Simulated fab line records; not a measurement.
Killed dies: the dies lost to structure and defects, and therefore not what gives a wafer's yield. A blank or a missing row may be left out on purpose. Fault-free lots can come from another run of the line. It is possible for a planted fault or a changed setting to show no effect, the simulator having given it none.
fab line records	flow n5Finfet
record lots=7	wafers=39
route steps=1938 shown ZERO_LAYER@4 PMOS_HMC_CHANNEL_EPI@64 SD_EPI_N@269 MOL_CONTACT_COAG@586
startH: hours from the record's opening day to when the first of the lot's shown wafers began	waitH: hours elapsed since this lot's preceding step	" unchanged from the row above	L1.1+2: one row covering several wafers at once	- no value present, or no start provided	* or withheld: withheld	< > ~ a bound
route shown NAME@n: NAME is a module with steps in the file, n the number in the route of the first one	usual: mean/standard deviation of fault-free wafers	same: alike in all rows	chamber/n: place in a boat	sites: readings site by site	_std_site: the values' standard deviation	_edge_site: inner sites' mean taken away from outer sites' mean	radiusMm: how far each site lies from the wafer's centre	mask NAME#n: copy n	behind: the most recent tool/chamber to have shaped the wafer	hold: what put the lot on hold/how long, in hours/how the hold closed	device: the n, p or np transistor that did not switch	end of line: tests of these same wafers at the route's end	a step with no rows: only its recipe	killed: dies lost to structure and defects at the first sort, not the wafer's yield	map: a wafer's dies, marking killed ones x, the rest . and places with no die _
set.NAME: setting as actually run; set.NAME@STEP: the setting as run at that earlier step	model.NAME: the simulator's own value behind a step, which no gauge read
lots whose settings were changed on purpose; a table a step, a row a wafer
## steps
# step N5_ZERO_LAYER_PECVD_02
# recipe material=SiO2	targetThkA=100	tempC=400	precursor=SiH4/N2O	pressureTorr=0.75	rfW=275	timeS=6
lot.wafer	tool	chamber	startH	waitH	set.timeS	model.SiO2_of_ZERO_LAYER_PECVD_02.thkNm
L078.1	pecvd-03	0	36.29	0.0	6	10.06
L078.2	"	1	"	"	6	9.958
L078.3	"	2	"	"	7.224	11.86
L078.4	"	2	"	"	6	9.858
L078.5	"	0	"	"	7.224	12.01
L078.6	"	1	"	"	7.224	12.39
L083.1	pecvd-03	0	66.29	0.0	6	9.925
L083.3	"	1	"	"	6	10.11
L083.4	"	1	"	"	6	10.16
L084.1	pecvd-03	1	72.28	0.0	6	10
L084.2	"	0	"	"	6	9.882
L084.3	"	2	"	"	6	9.806
L084.4	"	1	"	"	6	10.24
L084.5	"	2	"	"	6	9.923
L084.6	"	0	"	"	6	9.925
L086.1	pecvd-04	0	84.28	0.0	6	9.673
L086.2	"	2	"	"	6	9.737
L086.3	"	1	"	"	6	9.907
L086.4	"	2	"	"	6	10.09
L086.5	"	0	"	"	6	9.753
L086.6	"	1	"	"	6	10.13
L091.1	pecvd-03	2	114.47	0.0	8.583	14.03
L091.2	"	1	"	"	6	10.17
L091.3	"	2	"	"	6	9.814
L091.4	"	1	"	"	8.583	14.53
L091.5	"	2	"	"	6	10.05
L091.6	"	1	"	"	8.583	14.36
L094.1	pecvd-03	0	132.28	0.0	6	10
L094.2	"	2	"	"	6	9.88
L094.3	"	1	"	"	9.341	15.82
L094.4	"	2	"	"	6	10.24
L094.5	"	0	"	"	9.341	15.71
L094.6	"	1	"	"	9.341	15.83
L097.1	pecvd-01	2	150.29	0.0	4.27	7.083
L097.2	"	0	"	"	4.27	7.019
L097.3	"	0	"	"	6	10.03
L097.4	"	2	"	"	4.27	7.153
L097.5	"	0	"	"	6	10.13
L097.6	"	2	"	"	6	10.15
# step N5_PMOS_HMC_CHANNEL_EPI_DEVELOP_08
# recipe developTimeS=30	developer=TMAH	resist=CAR-ArF-block	devTempC=23	rinseLiquid=diw	dry=airSpin
lot.wafer	tool	chamber	startH	waitH	set.developTimeS
L078.1+2+3+4+5+6	lithoTrack-04	0	-	-	30
L083.1+3+4	lithoTrack-04	0	-	-	30
L084.1+4+6	lithoTrack-04	0	-	-	41.09
L084.2+3+5	"	0	"	"	30
L086.1+4+5	lithoTrack-04	0	-	-	30
L086.2+3+6	"	0	"	"	43.41
L091.1+3+5	lithoTrack-04	0	-	-	46.95
L091.2+4+6	"	0	"	"	30
L094.1+4+5	lithoTrack-03	0	-	-	37.6
L094.2+3+6	"	0	"	"	30
L097.1+2+6	lithoTrack-02	0	-	-	30
L097.3+4+5	"	0	"	"	40.46
# step N5_PMOS_HMC_CHANNEL_EPI_CD_MEAS_09
# recipe targetCdNm=237.4	landingEnergyEv=500	detector=seInlens
# usual cdNm=237.5/0.94
lot.wafer	tool	chamber	startH	waitH	set.developTimeS@PMOS_HMC_CHANNEL_EPI_DEVELOP_08	cdNm
L078.1	cdSem-03	0	41.68	-	30	236.6
L078.2	"	0	"	"	30	236.1
L078.3	"	0	"	"	30	236.9
L078.4	"	0	"	"	30	237.4
L078.5	"	0	"	"	30	235.8
L078.6	"	0	"	"	30	236.6
L083.1	cdSem-03	0	71.43	-	30	236.7
L083.3	"	0	"	"	30	236.7
L083.4	"	0	"	"	30	237.1
L084.1	cdSem-02	0	77.13	-	41.09	239.5
L084.2	"	0	"	"	30	237.7
L084.3	"	0	"	"	30	238.4
L084.4	"	0	"	"	41.09	239.5
L084.5	"	0	"	"	30	237.8
L084.6	"	0	"	"	41.09	240.6
L086.1	cdSem-01	0	96.38	-	30	237.9
L086.2	"	0	"	"	43.41	239.7
L086.3	"	0	"	"	43.41	239.0
L086.4	"	0	"	"	30	237.1
L086.5	"	0	"	"	30	236.2
L086.6	"	0	"	"	43.41	240.9
L091.1	cdSem-01	0	119.17	-	46.95	240.9
L091.2	"	0	"	"	30	238.0
L091.3	"	0	"	"	46.95	240.2
L091.4	"	0	"	"	30	237.9
L091.5	"	0	"	"	46.95	240.7
L091.6	"	0	"	"	30	237.4
L094.1	cdSem-02	0	136.98	-	37.6	239.0
L094.2	"	0	"	"	30	237.2
L094.3	"	0	"	"	30	236.1
L094.4	"	0	"	"	37.6	238.8
L094.5	"	0	"	"	37.6	238.7
L094.6	"	0	"	"	30	238.4
L097.1	cdSem-01	0	155.55	-	30	236.1
L097.2	"	0	"	"	30	238.4
L097.3	"	0	"	"	40.46	238.4
L097.4	"	0	"	"	40.46	240.4
L097.5	"	0	"	"	40.46	238.9
L097.6	"	0	"	"	30	237.7
# step N5_PMOS_HMC_CHANNEL_EPI_DESCUM_14
# recipe chemistry=O2	timeS=7.9	sourcePowerW=50	biasPowerW=20	pressureMtorr=20	rfFrequencyHz=2.712e+07	tempC=40	resist=CAR-ArF-block	o2FlowSccm=225
lot.wafer	tool	chamber	startH	waitH	set.developTimeS@PMOS_HMC_CHANNEL_EPI_DEVELOP_08	model.PMOS_HMC_CHANNEL_EPI.cdNm
L078.1+2	rieDiel-06	3,0	41.77	0.0	30	236.4
L078.3	"	2	"	"	30	236.8
L078.4	"	3	"	"	30	237.7
L078.5	"	0	"	"	30	236.2
L078.6	"	2	"	"	30	236.6
L083.1+3	rieDiel-06	3,1	71.52	0.0	30	236.9
L083.4	"	0	"	"	30	237.5
L084.1	rieDiel-04	0	77.22	0.0	41.09	239.4
L084.2	"	3	"	"	30	237.6
L084.3	"	1	"	"	30	238.5
L084.4	"	2	"	"	41.09	239.6
L084.5	"	3	"	"	30	237.8
L084.6	"	2	"	"	41.09	240.8
L086.1	rieDiel-01	0	96.63	0.2	30	238.1
L086.2	"	2	"	"	43.41	239.6
L086.3	"	3	"	"	43.41	239
L086.4	"	1	"	"	30	237
L086.5	"	2	"	"	30	236.2
L086.6	"	1	"	"	43.41	240.7
L091.1	rieDiel-01	3	119.29	0.1	46.95	240.9
L091.2	"	0	"	"	30	237.8
L091.3	"	1	"	"	46.95	240.4
L091.4	"	2	"	"	30	238
L091.5	"	2	"	"	46.95	240.6
L091.6	"	1	"	"	30	237.7
L094.1	rieDiel-04	1	137.30	0.3	37.6	239
L094.2	"	2	"	"	30	237.3
L094.3	"	3	"	"	30	236
L094.4	"	0	"	"	37.6	238.7
L094.5	"	0	"	"	37.6	238.4
L094.6	"	3	"	"	30	238.3
L097.1	rieDiel-04	2	155.63	0.0	30	236.4
L097.2	"	0	"	"	30	238.1
L097.3	"	1	"	"	40.46	238.4
L097.4	"	3	"	"	40.46	240
L097.5	"	0	"	"	40.46	239.4
L097.6	"	3	"	"	30	237.6
# step N5_SD_EPI_N_DEVELOP_08
# recipe developTimeS=30	developer=TMAH	resist=CAR-ArF-block	devTempC=23	rinseLiquid=diw	dry=airSpin
lot.wafer	tool	chamber	startH	waitH	set.developTimeS
L078.1+4+6	lithoTrack-01	0	-	-	30
L078.2+3+5	"	0	"	"	35.72
L083.1+3+4	lithoTrack-05	0	-	-	30
L084.1+3+6	lithoTrack-01	0	-	-	44.85
L084.2+4+5	"	0	"	"	30
L086.1+2+3+4+5+6	lithoTrack-05	0	-	-	30
L091.1+5+6	lithoTrack-01	0	-	-	30
L091.2+3+4	"	0	"	"	25.28
L094.1+2+3+4+5+6	lithoTrack-01	0	-	-	30
L097.1+4+5	lithoTrack-02	0	-	-	12.96
L097.2+3+6	"	0	"	"	30
# step N5_SD_EPI_N_CD_MEAS_09
# recipe targetCdNm=120	landingEnergyEv=500	detector=seInlens
# usual cdNm=120.1/0.72
lot.wafer	tool	chamber	startH	waitH	set.developTimeS@SD_EPI_N_DEVELOP_08	cdNm
L078.1	cdSem-02	0	74.52	-	30	121.2
L078.2	"	0	"	"	35.72	121.3
L078.3	"	0	"	"	35.72	121.7
L078.4	"	0	"	"	30	119.9
L078.5	"	0	"	"	35.72	121.6
L078.6	"	0	"	"	30	120.6
L083.1	cdSem-02	0	103.11	-	30	119.4
L083.3	"	0	"	"	30	120.5
L083.4	"	0	"	"	30	119.8
L084.1	cdSem-01	0	109.99	-	44.85	122.3
L084.2	"	0	"	"	30	120.2
L084.3	"	0	"	"	44.85	122.3
L084.4	"	0	"	"	30	121.3
L084.5	"	0	"	"	30	121.5
L084.6	"	0	"	"	44.85	123.4
L086.1	cdSem-01	0	129.21	-	30	119.4
L086.2	"	0	"	"	30	119.4
L086.3	"	0	"	"	30	119.7
L086.4	"	0	"	"	30	120.2
L086.5	"	0	"	"	30	118.7
L086.6	"	0	"	"	30	119.7
L091.1	cdSem-02	0	149.45	-	30	119.5
L091.2	"	0	"	"	25.28	119.0
L091.3	"	0	"	"	25.28	118.6
L091.4	"	0	"	"	25.28	119.2
L091.5	"	0	"	"	30	119.6
L091.6	"	0	"	"	30	120.1
L094.1	cdSem-02	0	170.71	-	30	121.7
L094.2	"	0	"	"	30	121.5
L094.3	"	0	"	"	30	121.5
L094.4	"	0	"	"	30	121.6
L094.5	"	0	"	"	30	121.1
L094.6	"	0	"	"	30	121.2
L097.1	cdSem-03	0	192.14	-	12.96	115.0
L097.2	"	0	"	"	30	120.9
L097.3	"	0	"	"	30	120.1
L097.4	"	0	"	"	12.96	115.9
L097.5	"	0	"	"	12.96	114.9
L097.6	"	0	"	"	30	119.9
# step N5_SD_EPI_N_DESCUM_14
# recipe chemistry=O2	timeS=7.9	sourcePowerW=50	biasPowerW=20	pressureMtorr=20	rfFrequencyHz=2.712e+07	tempC=40	resist=CAR-ArF-block	o2FlowSccm=225
lot.wafer	tool	chamber	startH	waitH	set.developTimeS@SD_EPI_N_DEVELOP_08	model.SD_EPI_N.cdNm
L078.1+6	rieDiel-05	0,1	74.61	0.0	30	120.6
L078.2	"	1	"	"	35.72	121.4
L078.3	"	3	"	"	35.72	121.8
L078.4	"	2	"	"	30	120.2
L078.5	"	0	"	"	35.72	121.6
L083.1	rieDiel-05	3	103.34	0.2	30	119.4
L083.3	"	0	"	"	30	120.6
L083.4	"	1	"	"	30	119.8
L084.1	rieDiel-03	3	110.08	0.0	44.85	122.6
L084.2	"	0	"	"	30	120.4
L084.3	"	1	"	"	44.85	122.4
L084.4	"	2	"	"	30	121.2
L084.5	"	0	"	"	30	121.6
L084.6	"	3	"	"	44.85	123.4
L086.1	rieDiel-03	3	129.30	0.0	30	119.2
L086.2	"	2	"	"	30	119.6
L086.3+6	"	1,2	"	"	30	120
L086.4	"	0	"	"	30	120.2
L086.5	"	3	"	"	30	118.8
L091.1+5	rieDiel-02	3,1	149.81	0.3	30	119.6
L091.2	"	0	"	"	25.28	119.2
L091.3	"	1	"	"	25.28	118.8
L091.4	"	2	"	"	25.28	119
L091.6	"	2	"	"	30	120
L094.1+4	rieDiel-05	2,3	170.81	0.0	30	121.4
L094.2	"	0	"	"	30	121.6
L094.3+5+6	"	1,1,0	"	"	30	121.2
L097.1+5	rieDiel-05	1,3	192.23	0.0	12.96	115
L097.2	"	0	"	"	30	121
L097.3+6	"	2,0	"	"	30	120.2
L097.4	"	3	"	"	12.96	115.8
# step N5_SD_EPI_N_ETCH_34
# recipe chemistry=CF4	target=SiARC	targetDepthA=455	maskMaterial=CAR-ArF-block	timeS=75.8	ionEnergyEv=80	pressureMtorr=40	sourceW=545	biasW=36	Ar_flow_sccm=100	cf4FlowSccm=100	ends=cleared
lot.wafer	tool	chamber	startH	waitH	set.developTimeS@SD_EPI_N_DEVELOP_08	model.SD_EPI_N.cdNm
L078.1	rieDiel-05	0	74.65	0.0	30	121
L078.2	"	1	"	"	35.72	121.6
L078.3	"	3	"	"	35.72	122.2
L078.4	"	2	"	"	30	120.4
L078.5	"	0	"	"	35.72	122
L078.6	"	1	"	"	30	120.6
L083.1	rieDiel-05	3	103.37	0.0	30	119.6
L083.3	"	0	"	"	30	120.8
L083.4	"	1	"	"	30	119.4
L084.1	rieDiel-03	3	110.11	0.0	44.85	122.6
L084.2	"	0	"	"	30	120
L084.3	"	1	"	"	44.85	122.4
L084.4	"	2	"	"	30	121
L084.5	"	0	"	"	30	121.2
L084.6	"	3	"	"	44.85	123.4
L086.1	rieDiel-03	3	129.33	0.0	30	119
L086.2	"	2	"	"	30	119.6
L086.3+6	"	1,2	"	"	30	120
L086.4	"	0	"	"	30	120.2
L086.5	"	3	"	"	30	118.8
L091.1	rieDiel-02	3	149.85	0.0	30	119.6
L091.2	"	0	"	"	25.28	119.2
L091.3	"	1	"	"	25.28	118.4
L091.4	"	2	"	"	25.28	118.8
L091.5	"	1	"	"	30	119.2
L091.6	"	2	"	"	30	119.8
L094.1	rieDiel-05	2	170.84	0.0	30	121.4
L094.2+4	"	0,3	"	"	30	121.6
L094.3+6	"	1,0	"	"	30	121.2
L094.5	"	1	"	"	30	121
L097.1	rieDiel-05	1	192.27	0.0	12.96	114.6
L097.2	"	0	"	"	30	121
L097.3+6	"	2,0	"	"	30	120.4
L097.4	"	3	"	"	12.96	115.8
L097.5	"	3	"	"	12.96	115
# step N5_SD_EPI_N_ETCH_35
# recipe chemistry=N2/H2	target=SOC	overetchA=1080	maskMaterial=SiARC	tempC=40	ionEnergyEv=100	sourceW=3000	biasW=133	pressureMtorr=20	timeS=486	n2FlowSccm=200	h2FlowSccm=200
lot.wafer	tool	chamber	startH	waitH	set.developTimeS@SD_EPI_N_DEVELOP_08	model.SD_EPI_N.cdNm
L078.1	rieDiel-05	0	74.70	0.0	30	119.6
L078.2	"	1	"	"	35.72	122.4
L078.3	"	3	"	"	35.72	121.2
L078.4	"	2	"	"	30	120.6
L078.5	"	0	"	"	35.72	120.4
L078.6	"	1	"	"	30	121.6
L083.1	rieDiel-05	3	103.43	0.0	30	119.2
L083.3	"	0	"	"	30	121
L083.4	"	1	"	"	30	120
L084.1	rieDiel-03	3	110.17	0.0	44.85	122
L084.2	"	0	"	"	30	117.6
L084.3	"	1	"	"	44.85	122.2
L084.4	"	2	"	"	30	120
L084.5	"	0	"	"	30	118.8
L084.6	"	3	"	"	44.85	122.6
L086.1	rieDiel-03	3	129.39	0.0	30	119.4
L086.2+6	"	2	"	"	30	119.8
L086.3	"	1	"	"	30	119.6
L086.4	"	0	"	"	30	120
L086.5	"	3	"	"	30	118.8
L091.1	rieDiel-02	3	149.90	0.0	30	120.6
L091.2	"	0	"	"	25.28	120.2
L091.3	"	1	"	"	25.28	117.8
L091.4	"	2	"	"	25.28	119.2
L091.5	"	1	"	"	30	119.2
L091.6	"	2	"	"	30	119.6
L094.1	rieDiel-05	2	170.90	0.0	30	121.8
L094.2	"	0	"	"	30	121.4
L094.3	"	1	"	"	30	122.2
L094.4+6	"	3,0	"	"	30	120.4
L094.5	"	1	"	"	30	122
L097.1	rieDiel-05	1	192.32	0.0	12.96	115.2
L097.2	"	0	"	"	30	121.2
L097.3	"	2	"	"	30	120.2
L097.4	"	3	"	"	12.96	114
L097.5	"	3	"	"	12.96	113.4
L097.6	"	0	"	"	30	119.8
# step N5_SD_EPI_N_STRIP_36
# recipe chemistry=N2/H2	tempC=40	n2FlowSccm=200	h2FlowSccm=200	rfFrequencyHz=6e+07
# step N5_SD_EPI_N_ETCHBACK_44
# recipe chemistry=CH3F/O2	mode=anisotropicEtchback	target=SiNx	targetDepthA=145	stopOn=SiO2	overEtchFrac=0.3	ionEnergyEv=120	pressureMtorr=30	sourceW=395	biasW=73	Ar_flow_sccm=150	CH3F_flow_sccm=30	O2_flow_sccm=20
lot.wafer	tool	chamber	startH	waitH	set.developTimeS@SD_EPI_N_DEVELOP_08	model.SD_EPI_N.cdNm
L078.1	rieDiel-05	0	75.03	0.0	30	119.6
L078.2	"	1	"	"	35.72	122.4
L078.3	"	3	"	"	35.72	121
L078.4	"	2	"	"	30	120.6
L078.5	"	0	"	"	35.72	120.4
L078.6	"	1	"	"	30	121.6
L083.1	rieDiel-05	3	103.75	0.0	30	119
L083.3	"	0	"	"	30	121
L083.4	"	1	"	"	30	120.2
L084.1	rieDiel-03	3	110.49	0.0	44.85	122
L084.2	"	0	"	"	30	117.6
L084.3	"	1	"	"	44.85	122.2
L084.4	"	2	"	"	30	120
L084.5	"	0	"	"	30	118.6
L084.6	"	3	"	"	44.85	122.6
L086.1	rieDiel-03	3	129.71	0.0	30	119.4
L086.2+3+6	"	2,1,2	"	"	30	119.6
L086.4	"	0	"	"	30	120
L086.5	"	3	"	"	30	118.8
L091.1	rieDiel-02	3	150.23	0.0	30	120.6
L091.2	"	0	"	"	25.28	120.2
L091.3	"	1	"	"	25.28	117.8
L091.4	"	2	"	"	25.28	119.2
L091.5	"	1	"	"	30	119.2
L091.6	"	2	"	"	30	119.8
L094.1+5	rieDiel-05	2,1	171.22	0.0	30	122
L094.2	"	0	"	"	30	121.4
L094.3	"	1	"	"	30	122.4
L094.4+6	"	3,0	"	"	30	120.4
L097.1	rieDiel-05	1	192.65	0.0	12.96	115.4
L097.2	"	0	"	"	30	121.2
L097.3	"	2	"	"	30	120.4
L097.4	"	3	"	"	12.96	113.8
L097.5	"	3	"	"	12.96	113.4
L097.6	"	0	"	"	30	119.6
# step N5_SD_EPI_N_ETCH_45
# recipe chemistry=CH3F/O2	target=SiOCN	targetDepthA=60	maskMaterial=SOC	ionEnergyEv=60	biasW=29	pressureMtorr=15	sourceW=410	Ar_flow_sccm=150	CH3F_flow_sccm=30	O2_flow_sccm=20
lot.wafer	tool	chamber	startH	waitH	set.developTimeS@SD_EPI_N_DEVELOP_08	model.SD_EPI_N.cdNm
L078.1	rieDiel-05	0	75.13	0.1	30	119.6
L078.2	"	1	"	"	35.72	122.4
L078.3	"	3	"	"	35.72	121
L078.4	"	2	"	"	30	120.6
L078.5	"	0	"	"	35.72	120.4
L078.6	"	1	"	"	30	121.6
L083.1	rieDiel-05	3	103.85	0.1	30	119.2
L083.3	"	0	"	"	30	121
L083.4	"	1	"	"	30	120.2
L084.1	rieDiel-03	3	110.59	0.1	44.85	122
L084.2	"	0	"	"	30	117.6
L084.3	"	1	"	"	44.85	122.2
L084.4	"	2	"	"	30	120
L084.5	"	0	"	"	30	118.6
L084.6	"	3	"	"	44.85	122.6
L086.1	rieDiel-03	3	129.81	0.1	30	119.4
L086.2	"	2	"	"	30	119.8
L086.3+6	"	1,2	"	"	30	119.6
L086.4	"	0	"	"	30	120
L086.5	"	3	"	"	30	118.8
L091.1	rieDiel-02	3	150.33	0.1	30	120.6
L091.2	"	0	"	"	25.28	120.2
L091.3	"	1	"	"	25.28	118
L091.4	"	2	"	"	25.28	119.4
L091.5	"	1	"	"	30	119.2
L091.6	"	2	"	"	30	119.8
L094.1	rieDiel-05	2	171.32	0.1	30	122
L094.2	"	0	"	"	30	121.6
L094.3	"	1	"	"	30	122.6
L094.4+6	"	3,0	"	"	30	120.6
L094.5	"	1	"	"	30	122.2
L097.1	rieDiel-05	1	192.75	0.1	12.96	115.4
L097.2	"	0	"	"	30	121.2
L097.3	"	2	"	"	30	120.2
L097.4	"	3	"	"	12.96	114
L097.5	"	3	"	"	12.96	113.4
L097.6	"	0	"	"	30	119.6
# step N5_SD_EPI_N_ETCH_16
# recipe chemistry=CHF3/O2	target=SiO2	targetDepthA=50	maskMaterial=SOC	pressureMtorr=30	sourceW=650	biasW=170	Ar_flow_sccm=200	CHF3_flow_sccm=50	O2_flow_sccm=5	ionEnergyEv=200
# step N5_SD_EPI_N_STRIP_47
# recipe chemistry=CHF3/O2	resist=SiARC	rfFrequencyHz=6e+07
# step N5_SD_EPI_N_SD_RECESS_17
# recipe chemistry=HBr/Cl2/O2	targetDepthA=410	maskMaterial=SOC	timeS=23.7	btTimeS=3	pressureMtorr=10	icpW=800	biasW=112	HBr_flow_sccm=150	Cl2_flow_sccm=80	O2_flow_sccm=12
lot.wafer	tool	chamber	startH	waitH	set.developTimeS@SD_EPI_N_DEVELOP_08	model.SD_EPI_N.cdNm
L078.1	rieSi-02	0	75.30	0.0	30	119.6
L078.2	"	1	"	"	35.72	122.4
L078.3	"	3	"	"	35.72	121
L078.4	"	2	"	"	30	120.6
L078.5	"	0	"	"	35.72	120.4
L078.6	"	1	"	"	30	121.6
L083.1	rieSi-02	2	104.02	0.0	30	119.2
L083.3	"	1	"	"	30	121.2
L083.4	"	1	"	"	30	120.2
L084.1+3	rieSi-06	2,1	110.77	0.0	44.85	122.2
L084.2	"	0	"	"	30	117.4
L084.4	"	3	"	"	30	120
L084.5	"	0	"	"	30	118.6
L084.6	"	3	"	"	44.85	122.6
L086.1	rieSi-02	0	129.98	0.0	30	119.4
L086.2+6	"	1	"	"	30	119.6
L086.3	"	3	"	"	30	119.8
L086.4	"	2	"	"	30	120
L086.5	"	2	"	"	30	118.8
L091.1	rieSi-01	3	150.50	0.0	30	120.8
L091.2	"	0	"	"	25.28	120.4
L091.3	"	1	"	"	25.28	118
L091.4	"	2	"	"	25.28	119.2
L091.5	"	3	"	"	30	119.4
L091.6	"	0	"	"	30	119.6
L094.1	rieSi-06	1	171.49	0.0	30	122
L094.2	"	0	"	"	30	121.6
L094.3	"	3	"	"	30	122.4
L094.4+6	"	2,1	"	"	30	120.6
L094.5	"	2	"	"	30	122.2
L097.1	rieSi-06	0	192.92	0.0	12.96	115.4
L097.2	"	1	"	"	30	121.2
L097.3	"	2	"	"	30	120.4
L097.4	"	0	"	"	12.96	114
L097.5	"	1	"	"	12.96	113.4
L097.6	"	2	"	"	30	120
# step N5_MOL_CONTACT_COAG_VIA_ETCH_46
# recipe chemistry=C4F6/O2	targetDepthA=460	overetchA=92	maskMaterial=SOC	target=SiO2	biasW=455	pressureMtorr=10	timeS=40	sourceW=325	Ar_flow_sccm=300	C4F6_flow_sccm=10	O2_flow_sccm=10	ionEnergyEv=575.3	ends=endPoint
lot.wafer	tool	chamber	startH	waitH	set.targetDepthA	model.SOC_of_MOL_CONTACT_COAG_COAT_75.thkNm
L078.1+3	rieDiel-03	2,3	126.97	0.0	460	50.8
L078.2	"	0	"	"	318.1	52.6
L078.4+6	"	1,3	"	"	318.1	52.4
L078.5	"	0	"	"	460	51
L083.1+4	rieDiel-02	0,1	155.25	0.0	460	50.6
L083.3	"	3	"	"	460	50.4
L084.1+5	rieDiel-02	2,1	165.75	0.0	460	50.6
L084.2	"	3	"	"	460	50.2
L084.3+4+6	"	1,0,0	"	"	460	50.8
L086.1	rieDiel-05	0	191.14	0.0	712.8	48
L086.2+6	"	1,0	"	"	460	51.2
L086.3+5	"	3	"	"	712.8	47.8
L086.4	"	2	"	"	460	51
L091.1+4+5	rieDiel-02	3,1,3	203.23	0.0	460	50.8
L091.2	"	2	"	"	460	51
L091.3	"	0	"	"	460	51.2
L091.6	"	2	"	"	460	50.6
L094.1	rieDiel-03	1	223.72	0.0	460	50.8
L094.2+6	"	2	"	"	535.4	49.6
L094.3+4	"	0,3	"	"	460	50.6
L094.5	"	3	"	"	535.4	49.4
L097.1	rieDiel-02	3	241.82	0.0	460	50.4
L097.2	"	2	"	"	654	48.2
L097.3	"	0	"	"	460	50.8
L097.4	"	1	"	"	460	50.6
L097.5	"	3	"	"	654	48
L097.6	"	0	"	"	654	48.6
## key
split step=N5_ZERO_LAYER_PECVD_02	setting=timeS	stated=6	by=wafer
response step=N5_ZERO_LAYER_PECVD_02	reading=model.SiO2_of_ZERO_LAYER_PECVD_02.thkNm	change=+0.102	per=1%	r=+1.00
split step=N5_PMOS_HMC_CHANNEL_EPI_DEVELOP_08	setting=developTimeS	stated=30	by=wafer
response step=N5_PMOS_HMC_CHANNEL_EPI_CD_MEAS_09	reading=cdNm	change=+0.0548	per=1%	r=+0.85
response step=N5_PMOS_HMC_CHANNEL_EPI_DESCUM_14	reading=model.PMOS_HMC_CHANNEL_EPI.cdNm	change=+0.0539	per=1%	r=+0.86
split step=N5_SD_EPI_N_DEVELOP_08	setting=developTimeS	stated=30	by=wafer
response step=N5_SD_EPI_N_CD_MEAS_09	reading=cdNm	change=+0.0633	per=1%	r=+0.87
response step=N5_SD_EPI_N_DESCUM_14	reading=model.SD_EPI_N.cdNm	change=+0.0659	per=1%	r=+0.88
response step=N5_SD_EPI_N_ETCH_34	reading=model.SD_EPI_N.cdNm	change=+0.0713	per=1%	r=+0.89
response step=N5_SD_EPI_N_ETCH_35	reading=model.SD_EPI_N.cdNm	change=+0.0874	per=1%	r=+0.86
response step=N5_SD_EPI_N_ETCHBACK_44	reading=model.SD_EPI_N.cdNm	change=+0.0878	per=1%	r=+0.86
response step=N5_SD_EPI_N_ETCH_45	reading=model.SD_EPI_N.cdNm	change=+0.0863	per=1%	r=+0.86
response step=N5_SD_EPI_N_SD_RECESS_17	reading=model.SD_EPI_N.cdNm	change=+0.0893	per=1%	r=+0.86
split step=N5_MOL_CONTACT_COAG_VIA_ETCH_46	setting=targetDepthA	stated=460	by=wafer
response step=N5_MOL_CONTACT_COAG_VIA_ETCH_46	reading=model.SOC_of_MOL_CONTACT_COAG_COAT_75.thkNm	change=-0.0575	per=1%	r=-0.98
